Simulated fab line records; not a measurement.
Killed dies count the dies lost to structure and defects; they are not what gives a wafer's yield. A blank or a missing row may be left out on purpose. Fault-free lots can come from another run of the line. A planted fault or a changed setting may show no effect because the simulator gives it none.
fab line records | flow n5-finfet
record lots=7 wafers=21
route steps=1938 shown SD_EPI_N@263 SD_EPI_P@321 SD_ACTIVATION@331 HKMG_FIN@386
start-h: start of the lot's first displayed wafer, in hours after the record's first day | wait-h: hours since the lot's step before | " as in the row above | L1.1+2: a row that stands for several wafers | - no value, or no start was given | * or withheld: withheld | < > ~ a bound
route shown NAME@n: names a module that has steps shown in the file, with the first one's number in the route | usual: mean and standard deviation over wafers with no fault | same: alike in all rows | chamber/n: place in a boat | sites: each site's reading | _std_site: standard deviation across them | _edge_site: inner sites' mean taken away from outer sites' mean | radius-mm: how far each site lies from the wafer's centre | mask NAME#n: copy n | behind: the tool/chamber that last shaped the wafer | hold: why the lot went on hold/how many hours it stayed there/how the hold came to an end | device: the transistor (n, p or np) that didn't switch | end of line: at the end of the route, the tests of the same wafers | a step without rows: its recipe alone | killed: not the wafer's yield, but the dies lost to structure and defects at the first sort | map: per-die view of a wafer (x killed, . not killed, _ where there is no die)
set.NAME: the setting as run; set.NAME@STEP: as run at that earlier step | model.NAME: the simulator's own value behind a step, which no gauge read
lots with deliberately changed settings; one table per step, one row per wafer
## steps
# step N5_SD_EPI_N_COAT_33
# recipe resist=SiARC temp-c=220 time-s=60 spin-rpm=1500 resist-thk-nm=35
# columns lot.wafer tool chamber start-h wait-h set.spin-rpm model.SiARC_of_SD_EPI_N_COAT_33.thk-nm
L079.1 litho-track-03 0 - - 1615 33.8
L079.2+5 " 0 " " 1500 35
L081.1+4+5 litho-track-03 0 - - 1500 35
L082.2+4 litho-track-05 0 - - 1568 34.2
L082.5 " 0 " " 1500 35
L086.1 litho-track-05 0 - - 1500 35
L086.5 " 0 " " 1343 36.8
L086.6 " 0 " " 1500 34.8
L087.1 litho-track-01 0 - - 1500 35
L087.2 " 0 " " 1580 34.2
L087.5 " 0 " " 1500 35.2
L090.1+5 litho-track-03 0 - - 1574 34
L090.6 " 0 " " 1500 34.8
L096.2+6 litho-track-01 0 - - 1500 35
L096.5 " 0 " " 1586 33.8
# step N5_SD_EPI_N_EXPOSE_06
# recipe mask-id=SD_N_BLK na=1.35 source-shape=conventional sigma-outer=0.8 polarization=unpolarized target-cd-nm=120 dose-mj=39.75
# columns lot.wafer tool chamber start-h wait-h mask set.dose-mj
L079.1+2 arfi-scanner-01 0 77.65 - SD_N_BLK#0 38.82
L079.5 " 0 " " SD_N_BLK#0 39.75
L081.1+4+5 arfi-scanner-03 0 92.18 - SD_N_BLK#0 39.75
L082.2+4+5 arfi-scanner-02 0 101.58 - SD_N_BLK#0 39.75
L086.1+5+6 arfi-scanner-01 0 125.23 - SD_N_BLK#0 39.75
L087.1+2 arfi-scanner-02 0 128.27 - SD_N_BLK#0 39.75
L087.5 " 0 " " SD_N_BLK#0 37.23
L090.1+6 arfi-scanner-02 0 151.42 - SD_N_BLK#0 41.91
L090.5 " 0 " " SD_N_BLK#0 39.75
L096.2 arfi-scanner-01 0 186.41 - SD_N_BLK#0 39.75
L096.5+6 " 0 " " SD_N_BLK#0 38.37
# step N5_SD_EPI_N_PEB_07
# recipe peb-temp-c=110 peb-time-s=60 resist=CAR-ArF-block
# step N5_SD_EPI_N_DEVELOP_08
# recipe develop-time-s=30 developer=TMAH resist=CAR-ArF-block dev-temp-c=23 rinse-liquid=diw dry=air-spin
# step N5_SD_EPI_N_CD_MEAS_09
# recipe target-cd-nm=120 landing-energy-ev=500 detector=se-inlens
# usual cd-nm=119.9/0.53
# columns lot.wafer tool chamber start-h wait-h set.dose-mj@SD_EPI_N_EXPOSE_06 cd-nm
L079.1 cd-sem-03 0 77.77 - 38.82 118.6
L079.2 " 0 " " 38.82 118.9
L079.5 " 0 " " 39.75 120.1
L081.1 cd-sem-02 0 92.31 - 39.75 120.9
L081.4 " 0 " " 39.75 120.4
L081.5 " 0 " " 39.75 120.4
L082.2 cd-sem-03 0 101.70 - 39.75 120.0
L082.4 " 0 " " 39.75 119.8
L082.5 " 0 " " 39.75 119.6
L086.1 cd-sem-01 0 125.35 - 39.75 119.8
L086.5 " 0 " " 39.75 119.9
L086.6 " 0 " " 39.75 120.4
L087.1 cd-sem-03 0 128.39 - 39.75 119.6
L087.2 " 0 " " 39.75 119.7
L087.5 " 0 " " 37.23 115.4
L090.1 cd-sem-02 0 151.54 - 41.91 123.6
L090.5 " 0 " " 39.75 119.9
L090.6 " 0 " " 41.91 123.8
L096.2 cd-sem-01 0 186.53 - 39.75 119.8
L096.5 " 0 " " 38.37 117.7
L096.6 " 0 " " 38.37 117.5
# step N5_SD_EPI_N_DESCUM_14
# recipe chemistry=O2 time-s=7.9 source-power-w=50 bias-power-w=20 pressure-mtorr=20 rf-frequency-hz=2.712e+07 temp-c=40 resist=CAR-ArF-block o2-flow-sccm=225
# columns lot.wafer tool chamber start-h wait-h set.dose-mj@SD_EPI_N_EXPOSE_06 model.SD_EPI_N.cd-nm
L079.1 rie-diel-03 1 79.20 1.4 38.82 119
L079.2 " 2 " " 38.82 -
L079.5 " 2 " " 39.75 120.2
L081.1 rie-diel-01 1 92.40 0.0 39.75 120.8
L081.4 " 3 " " 39.75 120.2
L081.5 " 1 " " 39.75 120.6
L082.2 rie-diel-03 0 101.79 0.0 39.75 119.6
L082.4 " 1 " " 39.75 119.8
L082.5 " 1 " " 39.75 119.4
L086.1 rie-diel-04 0 125.66 0.3 39.75 119.8
L086.5 " 0 " " 39.75 120
L086.6 " 3 " " 39.75 120.6
L087.1 rie-diel-04 1 128.97 0.5 39.75 119.2
L087.2 " 2 " " 39.75 119.8
L087.5 " 2 " " 37.23 115.2
L090.1 rie-diel-01 2 151.63 0.0 41.91 123.6
L090.5 " 2 " " 39.75 120.2
L090.6 " 3 " " 41.91 123.8
L096.2 rie-diel-01 1 186.80 0.0 39.75 119.8
L096.5+6 " 2,3 " " 38.37 117.4
# step N5_SD_EPI_N_ETCH_34
# recipe chemistry=CF4 target=SiARC target-depth-a=455 mask-material=CAR-ArF-block time-s=75.8 ion-energy-ev=80 pressure-mtorr=40 source-w=545 bias-w=36 Ar_flow_sccm=100 cf4-flow-sccm=100 ends=cleared
# columns lot.wafer tool chamber start-h wait-h set.spin-rpm@SD_EPI_N_COAT_33 set.dose-mj@SD_EPI_N_EXPOSE_06 model.SD_EPI_N.cd-nm model.etch.depth-nm model.CAR-ArF-block_of_SD_EPI_N_COAT_03.thk-nm
L079.1 rie-diel-03 1 79.23 0.0 1615 38.82 118.8 33.81 112
L079.2 " 2 " " 1500 38.82 118.8 35.01 110.6
L079.5 " 2 " " 1500 39.75 120.2 35.03 111.2
L081.1 rie-diel-01 1 92.43 0.0 1500 39.75 120.8 34.95 112
L081.4 " 3 " " 1500 39.75 120.2 35 111.4
L081.5 " 1 " " 1500 39.75 120.4 34.93 111.8
L082.2 rie-diel-03 0 101.83 0.0 1568 39.75 119.4 34.19 111.2
L082.4 " 1 " " 1568 39.75 119.6 34.22 111.4
L082.5 " 1 " " 1500 39.75 119.2 34.98 110.2
L086.1 rie-diel-04 0 125.69 0.0 1500 39.75 119.6 34.92 111
L086.5 " 0 " " 1343 39.75 119.8 36.81 109.4
L086.6 " 3 " " 1500 39.75 120.4 34.87 110.4
L087.1 rie-diel-04 1 129.00 0.0 1500 39.75 119.4 35.02 111.8
L087.2 " 2 " " 1580 39.75 119.6 34.2 112
L087.5 " 2 " " 1500 37.23 115.2 35.17 111.4
L090.1 rie-diel-01 2 151.66 0.0 1574 41.91 123.4 34.01 111.4
L090.5 " 2 " " 1574 39.75 119.8 34.06 111.2
L090.6 " 3 " " 1500 41.91 123.6 34.84 110.8
L096.2 rie-diel-01 1 186.84 0.0 1500 39.75 119.6 35.01 110.8
L096.5 " 2 " " 1586 38.37 117.2 33.81 112
L096.6 " 3 " " 1500 38.37 117.2 34.91 110.6
# step N5_SD_EPI_N_ETCH_35
# recipe chemistry=N2/H2 target=SOC overetch-a=1080 mask-material=SiARC temp-c=40 ion-energy-ev=100 source-w=3000 bias-w=133 pressure-mtorr=20 time-s=486 n2-flow-sccm=200 h2-flow-sccm=200
# columns lot.wafer tool chamber start-h wait-h set.dose-mj@SD_EPI_N_EXPOSE_06 model.SD_EPI_N.cd-nm
L079.1 rie-diel-03 1 79.29 0.0 38.82 119
L079.2 " 2 " " 38.82 118.2
L079.5 " 2 " " 39.75 120
L081.1 rie-diel-01 1 92.49 0.0 39.75 121.4
L081.4 " 3 " " 39.75 120.8
L081.5 " 1 " " 39.75 120.4
L082.2 rie-diel-03 0 101.88 0.0 39.75 119.2
L082.4 " 1 " " 39.75 120.8
L082.5 " 1 " " 39.75 119
L086.1 rie-diel-04 0 125.75 0.0 39.75 121
L086.5 " 0 " " 39.75 120.2
L086.6 " 3 " " 39.75 120.4
L087.1 rie-diel-04 1 129.06 0.0 39.75 120.2
L087.2 " 2 " " 39.75 121
L087.5 " 2 " " 37.23 115.6
L090.1 rie-diel-01 2 151.72 0.0 41.91 124
L090.5 " 2 " " 39.75 120.2
L090.6 " 3 " " 41.91 122.8
L096.2 rie-diel-01 1 186.89 0.0 39.75 119.6
L096.5+6 " 2,3 " " 38.37 117.4
# step N5_SD_EPI_N_STRIP_36
# recipe chemistry=N2/H2 temp-c=40 n2-flow-sccm=200 h2-flow-sccm=200 rf-frequency-hz=6e+07
# step N5_SD_EPI_N_ETCHBACK_44
# recipe chemistry=CH3F/O2 mode=anisotropic-etchback target=SiNx target-depth-a=145 stop-on=SiO2 over-etch-frac=0.3 ion-energy-ev=120 pressure-mtorr=30 source-w=395 bias-w=73 Ar_flow_sccm=150 CH3F_flow_sccm=30 O2_flow_sccm=20
# columns lot.wafer tool chamber start-h wait-h set.spin-rpm@SD_EPI_N_COAT_33 model.SiARC_of_SD_EPI_N_COAT_33.thk-nm
L079.1 rie-diel-03 1 79.61 0.0 1615 15
L079.2 " 2 " " 1500 16.6
L079.5 " 2 " " 1500 16.8
L081.1+5 rie-diel-01 1 92.81 0.0 1500 15.8
L081.4 " 3 " " 1500 15.6
L082.2 rie-diel-03 0 102.21 0.0 1568 15.4
L082.4 " 1 " " 1568 15.2
L082.5 " 1 " " 1500 16
L086.1+6 rie-diel-04 0,3 126.07 0.0 1500 16.2
L086.5 " 0 " " 1343 18
L087.1 rie-diel-04 1 129.39 0.0 1500 16
L087.2 " 2 " " 1580 15.4
L087.5 " 2 " " 1500 16.4
L090.1+5 rie-diel-01 2 152.04 0.0 1574 15.2
L090.6 " 3 " " 1500 15.6
L096.2 rie-diel-01 1 187.22 0.0 1500 16
L096.5 " 2 " " 1586 14.8
L096.6 " 3 " " 1500 15.8
# step N5_SD_EPI_N_ETCH_45
# recipe chemistry=CH3F/O2 target=SiOCN target-depth-a=60 mask-material=SOC ion-energy-ev=60 bias-w=29 pressure-mtorr=15 source-w=410 Ar_flow_sccm=150 CH3F_flow_sccm=30 O2_flow_sccm=20
# columns lot.wafer tool chamber start-h wait-h set.dose-mj@SD_EPI_N_EXPOSE_06 model.SD_EPI_N.cd-nm
L079.1 rie-diel-03 1 79.71 0.1 38.82 119
L079.2 " 2 " " 38.82 118.2
L079.5 " 2 " " 39.75 120
L081.1 rie-diel-01 1 92.91 0.1 39.75 121.2
L081.4 " 3 " " 39.75 120.6
L081.5 " 1 " " 39.75 120.2
L082.2 rie-diel-03 0 102.31 0.1 39.75 119.2
L082.4 " 1 " " 39.75 121
L082.5 " 1 " " 39.75 119
L086.1 rie-diel-04 0 126.17 0.1 39.75 121
L086.5 " 0 " " 39.75 120.2
L086.6 " 3 " " 39.75 120.4
L087.1 rie-diel-04 1 129.49 0.1 39.75 120.2
L087.2 " 2 " " 39.75 120.8
L087.5 " 2 " " 37.23 115.4
L090.1 rie-diel-01 2 152.14 0.1 41.91 124
L090.5 " 2 " " 39.75 120
L090.6 " 3 " " 41.91 122.8
L096.2 rie-diel-01 1 187.32 0.1 39.75 119.6
L096.5 " 2 " " 38.37 117.4
L096.6 " 3 " " 38.37 117.2
# step N5_SD_EPI_P_EPI_21
# recipe material=SiGe:B dopant=B temp-c=550 pressure-torr=20 ambient=H2 time-s=355
# columns lot.wafer tool chamber start-h wait-h set.time-s model.SiGe-B_of_SD_EPI_P_EPI_21.thk-nm
L079.1 epi-rpcvd-02 0 85.96 0.2 295.4 53
L079.2 " 0 " " 355 60.8
L079.5 " 0 87.88 2.0 295.4 53.8
L081.1 epi-rpcvd-04 0 98.61 0.1 355 61.2
L081.4 " 0 99.69 1.1 355 60.8
L081.5 " 0 " " 355 61.4
L082.2 epi-rpcvd-01 0 108.39 0.9 355 61.2
L082.4 " 0 109.67 2.0 355 61
L082.5 " 0 " " 296.9 54.2
L086.1 epi-rpcvd-04 0 134.47 0.2 372.3 64.6
L086.5 " 0 136.39 2.0 372.3 64
L086.6 " 0 " " 355 62.2
L087.1 epi-rpcvd-02 0 135.67 0.3 403.1 65.2
L087.2 " 0 " " 355 60
L087.5 " 0 138.23 2.6 355 60.8
L090.1 epi-rpcvd-02 0 158.56 0.3 355 61.8
L090.5 " 0 161.12 2.6 355 61.4
L090.6 " 0 " " 389.2 64.2
L096.2 epi-rpcvd-01 0 193.85 0.6 355 60.8
L096.5 " 0 195.29 2.0 392.3 65.4
L096.6 " 0 " " 392.3 63.8
# step N5_SD_EPI_P_EPI_MEAS_23
# recipe mode=xrd
# usual thk-nm=60.6/1.2
# columns lot.wafer tool chamber start-h wait-h set.time-s@SD_EPI_P_EPI_21 thk-nm
L079.1 film-metro-02 - 88.88 2.5 295.4 53.4
L079.2 " - " " 355 62.7
L079.5 " - " " 295.4 53.8
L081.1 film-metro-02 - 100.81 1.8 355 61.7
L081.4 " - " " 355 60.0
L081.5 " - " " 355 60.1
L082.2 film-metro-01 - 111.65 2.6 355 60.2
L082.4 " - " " 355 60.0
L082.5 " - " " 296.9 53.1
L086.1 film-metro-02 - 137.39 2.4 372.3 65.6
L086.5 " - " " 372.3 65.2
L086.6 " - " " 355 61.5
L087.1 film-metro-01 - 139.56 3.3 403.1 64.4
L087.2 " - " " 355 60.4
L087.5 " - " " 355 60.2
L090.1 film-metro-01 - 162.43 3.2 355 62.4
L090.5 " - " " 355 61.5
L090.6 " - " " 389.2 63.9
L096.2 film-metro-01 - 196.29 2.0 355 57.6
L096.5 " - " " 392.3 66.1
L096.6 " - " " 392.3 65.6
# step N5_SD_ACTIVATION_LSA_01
# recipe temp-c=1080 time-s=0.0008 ambient=N2
# usual wafer_temp_C_max=1085.7/1.1
# columns lot.wafer tool chamber start-h wait-h set.temp-c wafer_temp_C_max
L079.1 laser-anneal-02 0 89.30 0.2 1080 1086.0
L079.2 " 0 " " 1054 1060.9
L079.5 " 0 " " 1054 1063.4
L081.1 laser-anneal-02 0 101.22 0.2 1080 1086.0
L081.4 " 0 " " 1080 1085.1
L081.5 " 0 " " 1080 1088.1
L082.2 laser-anneal-01 0 112.24 0.2 1080 1086.3
L082.4 " 0 " " 1080 1086.9
L082.5 " 0 " " 1080 1085.9
L086.1 laser-anneal-01 0 137.81 0.2 1099 1106.2
L086.5 " 0 " " 1080 1085.4
L086.6 " 0 " " 1099 1107.7
L087.1 laser-anneal-02 0 140.06 0.2 1080 1085.6
L087.2 " 0 " " 1057 1063.0
L087.5 " 0 " " 1080 1085.9
L090.1 laser-anneal-02 0 162.83 0.2 1098 1106.6
L090.5 " 0 " " 1080 1085.8
L090.6 " 0 " " 1080 1086.8
L096.2 laser-anneal-02 0 196.72 0.2 1080 1085.7
L096.5 " 0 " " 1080 1084.6
L096.6 " 0 " " 1091 1096.9
# step N5_SD_ACTIVATION_RS_MEAS_03
# recipe thk-meas-gauge=four-point-probe
# usual RS_SD_N=22.0/0.31 RS_SD_P=56.5/0.82
# columns lot.wafer tool chamber start-h wait-h set.time-s@SD_EPI_P_EPI_21 set.temp-c@SD_ACTIVATION_LSA_01 RS_SD_N[ohm/sq] RS_SD_P[ohm/sq]
L079.1 film-metro-02 - 89.50 0.2 295.4 1080 22.0 65.6
L079.2 " - " " 355 1054 25.4 57.3
L079.5 " - " " 295.4 1054 25.9 65.1
L081.1 film-metro-01 - 101.42 0.2 355 1080 21.8 56.3
L081.4 " - " " 355 1080 21.8 56.4
L081.5 " - " " 355 1080 21.7 56.4
L082.2 film-metro-01 - 112.45 0.2 355 1080 22.2 56.5
L082.4 " - " " 355 1080 22.2 56.8
L082.5 " - " " 296.9 1080 22.2 64.4
L086.1 film-metro-02 - 138.01 0.2 372.3 1099 19.9 52.6
L086.5 " - " " 372.3 1080 21.6 53.4
L086.6 " - " " 355 1099 19.9 54.6
L087.1 film-metro-01 - 140.26 0.2 403.1 1080 22.0 51.8
L087.2 " - " " 355 1057 24.3 56.7
L087.5 " - " " 355 1080 21.7 55.7
L090.1 film-metro-01 - 163.04 0.2 355 1098 20.0 55.4
L090.5 " - " " 355 1080 21.9 55.7
L090.6 " - " " 389.2 1080 21.6 54.0
L096.2 film-metro-02 - 196.91 0.2 355 1080 21.9 57.1
L096.5 " - " " 392.3 1080 22.2 52.5
L096.6 " - " " 392.3 1091 20.7 53.6
# step N5_HKMG_FIN_HK_ALD_01
# recipe material=HfO2 target-thk-a=16 temp-c=withheld ald-precursor-family=HfCl4 ald-co-reactant=H2O pulse-time-s=3 purge-time-s=3 co-reactant-purge-time-s=2.5 co-reactant-pulse-time-s=0.3 ald-cycles=30
# columns lot.wafer tool chamber start-h wait-h set.ald-cycles
L079.1+2 ald-hk-02 0,2 102.06 0.0 30
L079.5 " 0 " " 32
L081.1+4+5 ald-hk-03 2,3,0 113.42 0.0 30
L082.2+4+5 ald-hk-03 0,3,2 130.17 0.0 28
L086.1+5+6 ald-hk-01 3,3,2 150.57 0.0 30
L087.1+2+5 ald-hk-03 0,3,1 152.69 0.1 30
L090.1+6 ald-hk-01 2,1 176.23 0.0 26
L090.5 " 0 " " 30
L096.2+5+6 ald-hk-03 2,1,0 208.97 0.0 30
# step N5_HKMG_FIN_HK_ANNEAL_02
# recipe temp-c=700 time-s=30 ambient=N2 idle-temp-c=600 ramp-up-c-per-s=150 ramp-down-c-per-s=60 cool-to-c=600
# step N5_HKMG_FIN_ALD_74
# recipe material=La2O3 target-thk-a=5 temp-c=250 ald-precursor-family=La-Cp ald-co-reactant=O3 pulse-time-s=6 co-reactant-pulse-time-s=1 purge-time-s=3 co-reactant-purge-time-s=3
# step N5_HKMG_FIN_WET_ETCH_82
# recipe chemistry=dHCl mix=1:10000 temp-c=25 target=La2O3 stop-on=HfO2 target-depth-nm=2 dry=ipa-marangoni rinse-time-s=30 rinse-temp-c=23
# step N5_HKMG_FIN_ALD_36
# recipe material=TiN target-thk-a=10 temp-c=400 ald-precursor-family=TiCl4 ald-co-reactant=NH3 pulse-time-s=1 purge-time-s=3 co-reactant-purge-time-s=2 co-reactant-pulse-time-s=2 ald-cycles=47 pressure-torr=3
# step N5_HKMG_FIN_THK_MEAS_70
# recipe thk-meas-gauge=xrf reads=HfO2_of_HKMG_FIN_HK_ALD_01
# usual HK_THK=1.606/0.02
# columns lot.wafer tool chamber start-h wait-h set.ald-cycles@HKMG_FIN_HK_ALD_01 HK_THK[nm]
L079.1 film-metro-01 - 105.76 0.2 30 1.597
L079.2 " - " " 30 1.624
L079.5 " - " " 32 1.715
L081.1 film-metro-01 - 117.18 0.2 30 1.589
L081.4 " - " " 30 1.600
L081.5 " - " " 30 1.604
L082.2 film-metro-02 - 133.71 0.2 28 1.517
L082.4 " - " " 28 1.482
L082.5 " - " " 28 1.471
L086.1 film-metro-02 - 154.05 0.2 30 1.609
L086.5 " - " " 30 1.614
L086.6 " - " " 30 1.605
L087.1 film-metro-02 - 156.34 0.2 30 1.608
L087.2 " - " " 30 1.607
L087.5 " - " " 30 1.603
L090.1 film-metro-02 - 180.00 0.2 26 1.425
L090.5 " - " " 30 1.604
L090.6 " - " " 26 1.398
L096.2 film-metro-02 - 213.11 0.2 30 1.566
L096.5 " - " " 30 1.614
L096.6 " - " " 30 1.643
## key
split step=N5_SD_EPI_N_COAT_33 setting=spin-rpm stated=1500 by=wafer
response step=N5_SD_EPI_N_COAT_33 reading=model.SiARC_of_SD_EPI_N_COAT_33.thk-nm change=-0.176 per=1% r=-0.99
response step=N5_SD_EPI_N_ETCH_34 reading=model.etch.depth-nm change=-0.176 per=1% r=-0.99
response step=N5_SD_EPI_N_ETCH_34 reading=model.CAR-ArF-block_of_SD_EPI_N_COAT_03.thk-nm change=+0.142 per=1% r=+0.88
response step=N5_SD_EPI_N_ETCHBACK_44 reading=model.SiARC_of_SD_EPI_N_COAT_33.thk-nm change=-0.173 per=1% r=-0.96
split step=N5_SD_EPI_N_EXPOSE_06 setting=dose-mj stated=39.75 by=wafer
response step=N5_SD_EPI_N_CD_MEAS_09 reading=cd-nm change=+0.67 per=1% r=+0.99
response step=N5_SD_EPI_N_DESCUM_14 reading=model.SD_EPI_N.cd-nm change=+0.66 per=1% r=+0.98
response step=N5_SD_EPI_N_ETCH_34 reading=model.SD_EPI_N.cd-nm change=+0.676 per=1% r=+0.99
response step=N5_SD_EPI_N_ETCH_35 reading=model.SD_EPI_N.cd-nm change=+0.688 per=1% r=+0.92
response step=N5_SD_EPI_N_ETCH_45 reading=model.SD_EPI_N.cd-nm change=+0.711 per=1% r=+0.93
split step=N5_SD_EPI_P_EPI_21 setting=time-s stated=355 by=wafer
response step=N5_SD_EPI_P_EPI_21 reading=model.SiGe-B_of_SD_EPI_P_EPI_21.thk-nm change=+0.393 per=1% r=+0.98
response step=N5_SD_EPI_P_EPI_MEAS_23 reading=thk-nm change=* per=1% r=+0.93
response step=N5_SD_ACTIVATION_RS_MEAS_03 reading=RS_SD_P change=-0.401 per=1% r=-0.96
split step=N5_SD_ACTIVATION_LSA_01 setting=temp-c stated=1080 by=wafer
response step=N5_SD_ACTIVATION_LSA_01 reading=wafer_temp_C_max change=* per=1% r=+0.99
response step=N5_SD_ACTIVATION_RS_MEAS_03 reading=RS_SD_N change=-1.24 per=1% r=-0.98
split step=N5_HKMG_FIN_HK_ALD_01 setting=ald-cycles stated=30 by=wafer
response step=N5_HKMG_FIN_THK_MEAS_70 reading=HK_THK change=+0.0147 per=1% r=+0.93
